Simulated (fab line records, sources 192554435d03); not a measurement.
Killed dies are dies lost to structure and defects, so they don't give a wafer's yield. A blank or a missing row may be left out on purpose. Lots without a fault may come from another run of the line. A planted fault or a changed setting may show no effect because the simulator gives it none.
fab line records | flow n5_finfet
record lots=14 wafers=36 last_day=17
route steps=1938 shown BEOL_M5@1183 MIM_BOT_LITHO@1863 TV_LITHO@1883 PASSIVATION@1936
lots that met no fault: from a run of the same line without faults
start_h: hours from the record's first day to the start of the lot's first wafer shown | wait_h: hours since the lot's step before | " the same as in the row above | L1.1+2: a row that stands for several wafers | - no value, or no start given | * or withheld: withheld | < > ~ a bound
route shown NAME@n: a module of which the file shows steps, and the number in the route of the first | usual: mean/standard deviation of fault-free wafers | same: alike in all rows | chamber/n: place in a boat | sites: the reading at each site | _std_site: their standard deviation | _edge_site: outer sites' mean less inner sites' | radius_mm: how far each site lies from the wafer's centre | mask NAME#n: copy n | behind: the tool/chamber that last shaped the wafer | hold: why the lot was held/for how many hours/how that ended | device: the transistor (n, p or np) that didn't switch | end of line: the same wafers' tests at the end of the route | a step without rows: its recipe alone | killed: dies lost to structure and defects at the first sort, not the wafer's yield | map: a wafer's dies, x killed, . not, _ none there
set.NAME: the setting as run; set.NAME@STEP: as run at that earlier step | model.NAME: the simulator's own value behind a step, which no gauge read
steps of the route over a sample of lots; a table a step, a row a wafer
services: from which hour (start_h, from the record's first day; less than 0 if before it) a tool's chamber was out of use, for how many hours, and why
## steps
# step N5_BEOL_M5_SPUTTER_90
# recipe material=Cu target_thk_a=45 temp_c=-20 chamber_pressure_pa=0.07 power_w=withheld time_s=8.29
# usual throttle_valve_pct=29.8/0.72
# columns lot.wafer tool chamber start_h wait_h throttle_valve_pct
L221.1 pvd_sputter-02 - 175.41 0.5 29.8
L221.3 " - " " 28.3
L221.5 " - " " 29.5
L222.2 pvd_sputter-02 - 183.00 0.5 30.7
L222.6 " - " " 29.6
L223.2 pvd_sputter-01 - 184.48 0.5 29.2
L223.4 " - " " 30.2
L226.1 pvd_sputter-01 - 206.19 0.5 30.2
L226.2 " - " " 29.4
L226.3 " - " " 30.1
L227.1 pvd_sputter-01 - 212.54 0.5 29.2
L227.5 " - " " 29.2
L227.6 " - " " 29.6
L228.1 pvd_sputter-02 - 216.51 0.5 28.4
L228.5 " - " " 28.4
L229.1 pvd_sputter-03 - 227.07 0.5 29.0
L229.3 " - " " 31.1
L230.1 pvd_sputter-02 - 232.74 0.5 29.5
L230.2 " - " " 29.7
L230.5 " - " " 29.7
L232.2 pvd_sputter-02 - 241.58 0.5 31.0
L232.6 " - " " 29.6
L233.1 pvd_sputter-03 - 257.41 0.5 30.8
L233.5 " - " " 30.3
L235.3 pvd_sputter-02 - 258.28 0.5 29.7
L235.5 " - " " 29.8
L235.6 " - " " 28.4
L241.2 pvd_sputter-01 - 301.46 0.5 29.8
L241.3 " - " " 29.4
L241.5 " - " " 30.3
L242.1 pvd_sputter-01 - 306.53 0.5 30.2
L242.3 " - " " 29.3
L242.6 " - " " 30.3
L243.2 pvd_sputter-02 - 318.73 0.5 31.1
L243.3 " - " " 29.8
L243.6 " - " " 29.5
# step N5_MIM_BOT_LITHO_OVL_MEAS_11
# recipe points_per_wafer=44
# usual MIM_BOT_OVL=1/5.8
# same points_per_wafer=44
# columns lot.wafer tool chamber start_h wait_h MIM_BOT_OVL[nm]
L221.1 overlay-02 0 251.14 0.1 11
L221.3 " 0 " " 10
L221.5 " 0 " " 11
L222.2 overlay-02 0 268.45 0.0 3
L222.6 " 0 " " -2
L223.2 overlay-02 0 268.68 0.0 6
L223.4 " 0 " " 5
L226.1 overlay-01 0 287.58 0.0 6
L226.2 " 0 " " -12
L226.3 " 0 " " 6
L227.1 overlay-02 0 292.30 0.0 -2
L227.5 " 0 " " 2
L227.6 " 0 " " -4
L228.1 overlay-01 0 303.07 0.0 5
L228.5 " 0 " " -4
L230.1 overlay-01 0 313.22 0.0 1
L230.2 " 0 " " 0
L230.5 " 0 " " -6
L229.1 overlay-02 0 314.92 0.0 -1
L229.3 " 0 " " -2
L232.2 overlay-01 0 315.09 0.0 12
L232.6 " 0 " " 11
L233.1 overlay-01 0 338.19 0.0 4
L233.5 " 0 " " -3
L235.3 overlay-02 0 347.13 0.0 16
L235.5 " 0 " " 7
L235.6 " 0 " " 1
L242.1 overlay-02 0 380.49 0.0 -3
L242.3 " 0 " " -7
L242.6 " 0 " " -5
L241.2 overlay-02 0 381.73 0.0 -3
L241.3 " 0 " " 1
L241.5 " 0 " " -7
L243.2 overlay-02 0 400.51 0.0 4
L243.3 " 0 " " -2
L243.6 " 0 " " -1
# step N5_PASSIVATION_CD_MEAS_10
# recipe target_cd_nm=3000 landing_energy_ev=500 detector=se_inlens
# usual cd_nm=3001/3.5
# columns lot.wafer tool chamber start_h wait_h cd_nm
L221.1 cd_sem-02 0 257.85 - 2998
L221.3 " 0 " " 2999
L221.5 " 0 " " 2999
L222.2 cd_sem-03 0 270.00 - 3004
L222.6 " 0 " " 3003
L223.2 cd_sem-03 0 270.20 - 3003
L223.4 " 0 " " 3004
L226.1 cd_sem-01 0 289.06 - 2999
L226.2 " 0 " " 3001
L226.3 " 0 " " 3002
L227.1 cd_sem-02 0 293.69 - 2996
L227.5 " 0 " " 2995
L227.6 " 0 " " 2995
L228.1 cd_sem-02 0 304.67 - 3003
L228.5 " 0 " " 3000
L230.1 cd_sem-03 0 318.66 - 3007
L230.2 " 0 " " 2999
L230.5 " 0 " " 3005
L229.1 cd_sem-01 0 318.82 - 3004
L229.3 " 0 " " 2998
L232.2 cd_sem-01 0 319.32 - 3001
L232.6 " 0 " " 2997
L233.1 cd_sem-03 0 340.88 - 3001
L233.5 " 0 " " 3000
L235.3 cd_sem-01 0 348.86 - 3005
L235.5 " 0 " " 3000
L235.6 " 0 " " 3001
L242.1 cd_sem-03 0 386.68 - 3002
L242.3 " 0 " " 3004
L242.6 " 0 " " 3003
L241.2 cd_sem-03 0 386.85 - 3001
L241.3 " 0 " " 3002
L241.5 " 0 " " 3000
L243.2 cd_sem-03 0 402.22 - 2997
L243.3 " 0 " " 3000
L243.6 " 0 " " 2998
# step N5_PASSIVATION_PROBE_49
# usual defect_limited_yield=91.8/1.5 killed_at_M0_to_M3=33/11 killed_at_M4_up=13/5 killed_at_contacts=11/5.6 killed_at_front_end=36/12 killed_at_other=3.4/2.5 killed_dies=97/18 killed_on_rim=12/4.2 killed_open=64/13 killed_short=31/6.9 sort_bin_4_leakage=0.01/0.048 sort_bin_5_function=4.8/1 sort_bin_6_memory=3.1/0.64 sort_bin_8_speed=0.00/0.014 sort_n_pass=1083/18 sort_yield_pct=91.8/1.5
# same gross_dies=1180 killed_at_back_side=0
# columns lot.wafer tool chamber start_h wait_h defect_limited_yield[%] killed_at_M0_to_M3 killed_at_M4_up killed_at_contacts killed_at_front_end killed_at_other killed_dies killed_on_rim killed_open killed_short sort_bin_4_leakage[%] sort_bin_5_function[%] sort_bin_6_memory[%] sort_bin_8_speed[%] sort_n_pass sort_yield_pct[%]
L232.2 prober-01 - 327.79 0.4 81.4 14 147 10 47 2 220 14 61 30 0 12.4 3.5 0 960 81.4
L232.6 prober-01 - 327.99 0.6 85.5 37 74 8 44 8 171 35 74 33 0 9.1 3.9 0 1009 85.5
L233.1 prober-01 - 349.03 0.0 92.5 27 7 13 38 3 88 15 55 32 0 4.3 2.9 0 1092 92.5
L233.5 prober-01 - 349.23 0.2 93.1 23 17 14 27 1 82 11 53 25 0 3.6 2.9 0 1098 93.1
L235.3 prober-02 - 355.45 0.1 87.8 28 67 4 44 1 144 31 50 22 0 6.1 3.3 0 1036 87.8
L235.5 prober-02 - 355.55 0.2 86.4 30 88 5 37 1 161 34 54 27 0 8.2 3.1 0 1019 86.4
L235.6 prober-02 - 355.60 0.3 88.9 28 67 3 27 6 131 23 49 28 0 6.1 3.1 0 1049 88.9
# killed by level:class
L232.2 BEOL_M5:unspecified=128 STI_FIN_REVEAL:geometric_particle:open=14 FIN_SAQP:geometric_particle:short=12 FIN_SAQP:geometric_particle:open=8 MOL_CONTACT_COAG:geometric_particle:open=8 BEOL_M4:geometric_particle:open=8 DUMMY_GATE:geometric_particle:open=5 BEOL_M1:geometric_particle:open=5
L232.6 BEOL_M5:unspecified=61 FIN_SAQP:geometric_particle:open=12 FIN_SAQP:geometric_particle:short=11 BEOL_M0_SAQP:geometric_particle:open=8 BEOL_M1:geometric_particle:open=7 BEOL_M4:geometric_particle:open=7 STI_FIN_REVEAL:geometric_particle:open=6 BEOL_M0_SAQP:geometric_particle:short=6
L233.1 FIN_SAQP:geometric_particle:short=12 MOL_CONTACT_COAG:geometric_particle:open=11 BEOL_M1:geometric_particle:open=7 FIN_SAQP:geometric_particle:open=6 STI_FIN_REVEAL:geometric_particle:open=6 BEOL_M2:geometric_particle:open=6 DUMMY_GATE:geometric_particle:open=4 BEOL_M0_SAQP:geometric_particle:open=4
L233.5 MOL_CONTACT_COAG:geometric_particle:open=11 BEOL_M2:geometric_particle:open=8 DUMMY_GATE:geometric_particle:open=6 BEOL_M0_SAQP:geometric_particle:short=5 BEOL_M4:geometric_particle:open=5 FIN_SAQP:geometric_particle:open=4 BEOL_M8:geometric_particle:open=4 FIN_SAQP:geometric_particle:short=3
L235.3 BEOL_M5:unspecified=61 HKMG_FIN:area_etch=11 BEOL_M3:geometric_particle:open=9 STI_FIN_REVEAL:geometric_particle:open=8 BEOL_M0_SAQP:geometric_particle:open=7 FIN_SAQP:geometric_particle:open=6 BEOL_M1:geometric_particle:open=5 FIN_SAQP:geometric_particle:short=3
L235.5 BEOL_M5:unspecified=73 STI_FIN_REVEAL:geometric_particle:open=11 BEOL_M0_SAQP:geometric_particle:short=7 BEOL_M0_SAQP:geometric_particle:open=7 HKMG_FIN:area_etch=6 MOL_CONTACT_COAG:geometric_particle:open=5 BEOL_M0:geometric_particle:short=5 BEOL_M3:geometric_particle:open=5
L235.6 BEOL_M5:unspecified=53 BEOL_M3:geometric_particle:open=7 FIN_SAQP:geometric_particle:open=6 BEOL_M0_SAQP:geometric_particle:short=6 BEOL_M0:geometric_particle:open=5 BEOL_M4:geometric_particle:open=5 FIN_SAQP:geometric_particle:short=4 BEOL_M1:geometric_particle:open=4
## services
# columns tool chamber start_h hours kind
pvd_sputter-01 - 252.79 1.5 repair
## key
first_sign step=N5_PASSIVATION_PROBE_49 reading=killed_at_M4_up direction=up sigmas=15 usual=13 struck=89
effect step=N5_PASSIVATION_PROBE_49 reading=killed_dies direction=up sigmas=3.9 usual=97 struck=165
more_kills_born_at N5_BEOL_M5_SPUTTER_90@pvd_sputter-02=376
met_at N5_BEOL_M5_SPUTTER_90
struck_lots L232,L235
baseline_loss step=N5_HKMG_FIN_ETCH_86 wafers=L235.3
not_acting_at N5_MIM_BOT_LITHO_OVL_MEAS_11,N5_PASSIVATION_CD_MEAS_10
onset_between 232.74 241.58
fault kind=chamber_particle_source tool=pvd_sputter-02 chamber=- onset_h=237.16 steps=N5_BEOL_M5_SPUTTER_90 rate_per_visit_cm2=1.1216 end_h=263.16
# baseline_loss: these wafers lose ten dies or more at that step, a loss of the line's own and not of a fault; the sort's usual values leave them out
